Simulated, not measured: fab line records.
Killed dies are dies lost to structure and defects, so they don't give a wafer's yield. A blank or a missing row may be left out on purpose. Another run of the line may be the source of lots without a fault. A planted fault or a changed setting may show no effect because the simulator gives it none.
Which of the tools did it? ; flow nandHarc ; Sampling: 22 lots, 66 wafers, 4 of 1159 route steps

== WHAT THE GAUGES READ, wafer by wafer ==
NHARC_A_CONTACT_CD_MEAS_80. Usual: cdNm reads 189.5 nm (standard deviation 0.74).
lot;measured;on;cdNm (nm);flag
L074;day 16 10:35;cdSem-01;190.8 190.9 190.2;
L077;day 16 21:56;cdSem-02;189.3 189.3 189.0;
L078;day 17 15:11;cdSem-01;188.9 189.1 188.9;
L079;day 17 21:41;cdSem-03;189.3 190.0 189.6;
L081;day 19 01:37;cdSem-01;188.4 188.8 188.4;
L083;day 19 03:21;cdSem-02;190.1 190.1 190.2;
L080;day 19 08:38;cdSem-01;189.1 190.0 189.5;
L082;day 19 13:52;cdSem-03;188.6 188.7 188.2;
L084;day 19 14:17;cdSem-01;188.4 188.4 188.2;
L088;day 19 18:53;cdSem-03;188.5 189.2 189.0;
L085;day 19 22:08;cdSem-02;189.9 189.0 189.6;
L087;day 20 00:22;cdSem-01;189.9 189.8 190.9;
L086;day 20 13:10;cdSem-01;190.1 190.1 189.4;
L090;day 20 17:55;cdSem-03;188.7 188.7 189.1;
L089;day 20 22:33;cdSem-02;190.0 189.7 189.7;
L093;day 21 01:07;cdSem-03;189.8 190.0 189.3;
L092;day 21 11:43;cdSem-03;190.9 190.5 190.6;
L091;day 21 16:20;cdSem-01;189.1 189.8 188.7;
L095;day 22 06:40;cdSem-03;189.8 189.5 189.1;
L097;day 22 08:20;cdSem-01;188.7 188.6 188.4;
L094;day 22 11:51;cdSem-03;190.6 190.0 190.6;
L096;day 22 17:03;cdSem-01;189.3 188.7 189.4;

NHARC_A_CONTACT_OVL_MEAS_09. Usual: overlayXNm 0.2 nm, standard deviation 0.83; overlayYNm 0.0 nm, standard deviation 0.76.
lot;measured;on;overlayXNm (nm);overlayYNm (nm);flag
L074;day 16 16:44;overlay-01;0.4 0.1 -0.1;-1.2 -1.2 -1.4;
L077;day 17 00:55;overlay-01;0.3 0.7 0.3;0.0 0.2 -0.2;
L078;day 17 18:04;overlay-01;-1.3 -1.8 -1.6;-0.3 -0.2 0.1;
L079;day 18 00:35;overlay-01;-1.7 -1.7 -1.7;-0.7 -0.1 -0.3;
L081;day 19 04:49;overlay-02;1.3 1.2 0.4;0.4 -0.6 -0.3;
L083;day 19 06:33;overlay-01;-0.2 -0.5 -0.3;-0.4 -0.6 -0.1;
L080;day 19 11:37;overlay-01;0.5 0.3 0.3;0.0 0.2 0.6;
L082;day 19 16:55;overlay-02;-0.1 -0.7 -0.6;-0.4 -0.7 -0.4;
L084;day 19 18:34;overlay-01;1.1 1.3 0.6;0.5 0.9 0.9;
L088;day 19 23:56;overlay-02;0.1 -0.4 -0.5;0.8 1.6 1.3;
L085;day 20 01:40;overlay-02;-0.1 -0.3 0.4;0.5 0.6 1.1;
L087;day 20 05:05;overlay-02;-0.7 -0.4 -0.5;-0.5 -0.9 -0.9;
L086;day 20 16:16;overlay-01;-0.1 0.3 0.8;-1.1 -1.1 0.0;
L090;day 20 20:51;overlay-02;-0.2 -0.1 0.9;0.6 0.9 1.5;
L089;day 21 06:02;overlay-01;0.0 -0.4 0.3;0.8 0.5 0.0;
L093;day 21 11:00;overlay-01;0.2 0.7 0.2;-0.5 -0.7 -0.7;
L092;day 21 14:39;overlay-02;0.5 1.1 0.5;0.6 0.3 0.0;
L091;day 21 19:22;overlay-02;0.1 -0.3 -0.4;0.2 0.8 -0.4;
L095;day 22 09:37;overlay-02;1.7 1.8 1.1;-1.2 -1.2 -0.4;
L097;day 22 11:58;overlay-01;1.1 0.8 0.5;0.0 0.1 0.0;
L094;day 22 17:01;overlay-01;0.4 0.2 0.4;0.6 1.0 1.1;
L096;day 22 20:25;overlay-02;-0.5 -0.6 -0.9;0.2 1.0 0.3;

== WHICH TOOL RAN EACH LOT (tool, then ch and the chambers of the sampled wafers, then the start) ==
lot;NHARC_A_CONTACT_ETCH_91;NHARC_A_CONTACT_ETCH_97
L074;rieDiel-01 ch 0,1,2, day 16 10:24;rieDiel-01 ch 0,1,3, day 16 10:35 or earlier
L077;rieDiel-04 ch 0,2,3, day 16 21:43;rieDiel-04 ch 0,1,2, day 16 21:56 or earlier
L078;rieDiel-01 ch 0,3, day 17 14:59;rieDiel-01 ch 2,3, day 17 15:11 or earlier
L079;rieDiel-10 ch 1,3, day 17 21:28;rieDiel-10 ch 0,1,2, day 17 21:41 or earlier
L081;rieDiel-04 ch 2,3, day 19 01:25;rieDiel-04 ch 0,3, day 19 01:37 or earlier
L083;rieDiel-10 ch 0,1,3, day 19 03:08;rieDiel-10 ch 0,1, day 19 03:21 or earlier
L080;rieDiel-10 ch 0,1,3, day 19 08:24;rieDiel-10 ch 1,2,3, day 19 08:38 or earlier
L082;rieDiel-04 ch 0,1,2, day 19 13:34;rieDiel-04 ch 0,2,3, day 19 13:52 or earlier
L084;rieDiel-10 ch 0,2,3, day 19 14:04;rieDiel-10 ch 0,2,3, day 19 14:17 or earlier
L088;rieDiel-04 ch 1,2,3, day 19 18:41;rieDiel-04 ch 1,2,3, day 19 18:53 or earlier
L085;rieDiel-04 ch 2,3, day 19 21:56;rieDiel-04 ch 0,2,3, day 19 22:08 or earlier
L087;rieDiel-10 ch 1,2,3, day 20 00:10;rieDiel-10 ch 0,1, day 20 00:22 or earlier
L086;rieDiel-01 ch 0,1,3, day 20 12:58;rieDiel-01 ch 0,3, day 20 13:10 or earlier
L090;rieDiel-01 ch 0,1,3, day 20 17:41;rieDiel-01 ch 0,1, day 20 17:55 or earlier
L089;rieDiel-01 ch 0,2, day 20 22:20;rieDiel-01 ch 1,3, day 20 22:33 or earlier
L093;rieDiel-01 ch 1,2,3, day 21 00:54;rieDiel-01 ch 1,2, day 21 01:07 or earlier
L092;rieDiel-01 ch 1,2,3, day 21 11:29;rieDiel-01 ch 0,1,3, day 21 11:43 or earlier
L091;rieDiel-10 ch 1,2,3, day 21 16:07;rieDiel-10 ch 1,2,3, day 21 16:20 or earlier
L095;rieDiel-10 ch 2,3, day 22 06:28;rieDiel-10 ch 0,1,2, day 22 06:40 or earlier
L097;rieDiel-01 ch 0,1,2, day 22 08:07;rieDiel-01 ch 0,1,2, day 22 08:20 or earlier
L094;rieDiel-01 ch 0,2,3, day 22 11:39;rieDiel-01 ch 0,1,3, day 22 11:51 or earlier
L096;rieDiel-01 ch 1,2, day 22 16:50;rieDiel-01 ch 1,2,3, day 22 17:03 or earlier
- NHARC_A_CONTACT_ETCH_91: etches the open film in CH3F/O2, target depth 40 nm, time 85.7 s.
- NHARC_A_CONTACT_ETCH_97: etches the open film in C4F6/O2, target depth 20 nm, time 10 s.

== AS READ BY THE TOOLS THEMSELVES (means over the sampled wafers that have a number; for cases with no such wafer, the mark the record gives instead) ==
NHARC_A_CONTACT_ETCH_91. Usual: drypumpMotorCurrentA 5.6 A, standard deviation 0.4; o2FlowSccm 29.99 sccm, standard deviation 0.088; oesProductAu 0.94 a.u., standard deviation 0.032; rfVppV 244.4 V, standard deviation 2; showerheadPlenumPTorr 2.47 Torr, standard deviation 0.13; throttleValvePct 20.663 %, standard deviation 0.0094.
lot;tool;drypumpMotorCurrentA (A);o2FlowSccm (sccm);oesProductAu (a.u.);rfVppV (V);showerheadPlenumPTorr (Torr);throttleValvePct (%);flag
L074;rieDiel-01;5.6;29.97;0.93;243.2;2.40;20.662;
L077;rieDiel-04;5.8;29.97;0.92;245.1;2.49;20.664;
L078;rieDiel-01;5.3;30.03;0.92;244.9;2.55;20.670;
L079;rieDiel-10;5.4;29.96;0.93;246.0;2.60;20.659;
L081;rieDiel-04;6.2;29.89;0.93;244.9;2.42;20.669;
L083;rieDiel-10;5.3;29.96;1.00;245.1;2.49;20.662;
L080;rieDiel-10;5.3;29.92;1.00;244.3;2.49;20.657;
L082;rieDiel-04;6.0;30.05;0.93;244.0;2.45;20.682;
L084;rieDiel-10;5.5;30.01;1.01;244.0;2.47;20.673;
L088;rieDiel-04;5.9;29.97;0.92;244.1;2.46;20.661;
L085;rieDiel-04;5.7;29.95;0.93;244.5;2.49;20.655;
L087;rieDiel-10;5.6;29.94;0.93;246.1;2.57;20.660;
L086;rieDiel-01;5.5;30.06;0.93;245.7;2.50;20.661;
L090;rieDiel-01;5.5;29.98;0.93;244.5;2.50;20.656;
L089;rieDiel-01;5.5;30.03;0.93;241.3;2.32;20.665;
L093;rieDiel-01;5.5;29.91;1.01;245.3;2.49;20.659;
L092;rieDiel-01;5.5;29.99;0.92;245.1;2.49;20.668;
L091;rieDiel-10;5.6;30.01;0.93;245.3;2.57;20.661;
L095;rieDiel-10;5.6;30.00;0.93;245.5;2.53;20.660;
L097;rieDiel-01;5.6;30.06;0.92;243.8;2.39;20.656;
L094;rieDiel-01;5.4;29.89;0.93;244.3;2.42;20.657;
L096;rieDiel-01;5.8;30.11;0.92;244.2;2.45;20.663;

NHARC_A_CONTACT_ETCH_97. Usual: drypumpMotorCurrentA 5.6 A, standard deviation 0.39; o2FlowSccm 19.99 sccm, standard deviation 0.057; oesProductAu 0.961 a.u., standard deviation 0.024; rfVppV 547 V, standard deviation 3.9; showerheadPlenumPTorr 3.95 Torr, standard deviation 0.19; throttleValvePct 26.904 %, standard deviation 0.0089.
lot;tool;drypumpMotorCurrentA (A);o2FlowSccm (sccm);oesProductAu (a.u.);rfVppV (V);showerheadPlenumPTorr (Torr);throttleValvePct (%);flag
L074;rieDiel-01;5.5;19.99;0.948;548;4.01;26.901;
L077;rieDiel-04;6.0;20.03;0.944;547;3.91;26.906;
L078;rieDiel-01;5.1;19.99;0.969;549;4.04;26.906;
L079;rieDiel-10;5.6;20.00;0.965;549;3.99;26.898;
L081;rieDiel-04;5.6;19.96;0.934;550;4.07;26.911;
L083;rieDiel-10;5.4;20.00;1.006;545;3.86;26.902;
L080;rieDiel-10;5.6;20.01;1.007;550;4.09;26.898;
L082;rieDiel-04;5.9;19.95;0.959;547;3.97;26.905;
L084;rieDiel-10;5.5;20.02;0.996;548;3.94;26.901;
L088;rieDiel-04;5.9;19.97;0.938;546;3.92;26.903;
L085;rieDiel-04;5.8;20.00;0.947;548;3.97;26.901;
L087;rieDiel-10;5.3;19.97;0.970;546;3.86;26.902;
L086;rieDiel-01;5.4;20.00;0.954;546;3.89;26.903;
L090;rieDiel-01;5.9;19.96;0.946;547;3.93;26.907;
L089;rieDiel-01;5.6;19.99;0.947;550;4.08;26.906;
L093;rieDiel-01;5.6;20.05;1.008;545;3.81;26.907;
L092;rieDiel-01;5.5;19.98;0.949;548;3.98;26.903;
L091;rieDiel-10;5.6;19.94;0.961;551;4.08;26.903;
L095;rieDiel-10;5.6;19.98;0.938;548;3.97;26.906;
L097;rieDiel-01;5.7;19.95;0.946;545;3.82;26.914;
L094;rieDiel-01;5.5;20.00;0.944;548;3.98;26.907;
L096;rieDiel-01;5.5;19.96;0.967;547;3.96;26.903;

== THE ANSWER, worked out from the rows above alone ==
Rule: take the mean of a lot's wafers that have a number; if it is more than 3 standard deviations from the usual mean, the lot is off. Also off: a lot with no number at a reading for which 4 or more lots have one. Where the step has rows for the other lots, those lots are counted as sound. The gauges are gone through in route order, then the tools' own readings, and for those a lot's mean is taken as printed above. The first step at which some lot is off is used, and at that step the reading that is off furthest; a lot without a number counts as furthest.
None of the lots is off at any reading shown; this tells nothing.

== WHAT THE SIMULATOR HAD INSERTED ==
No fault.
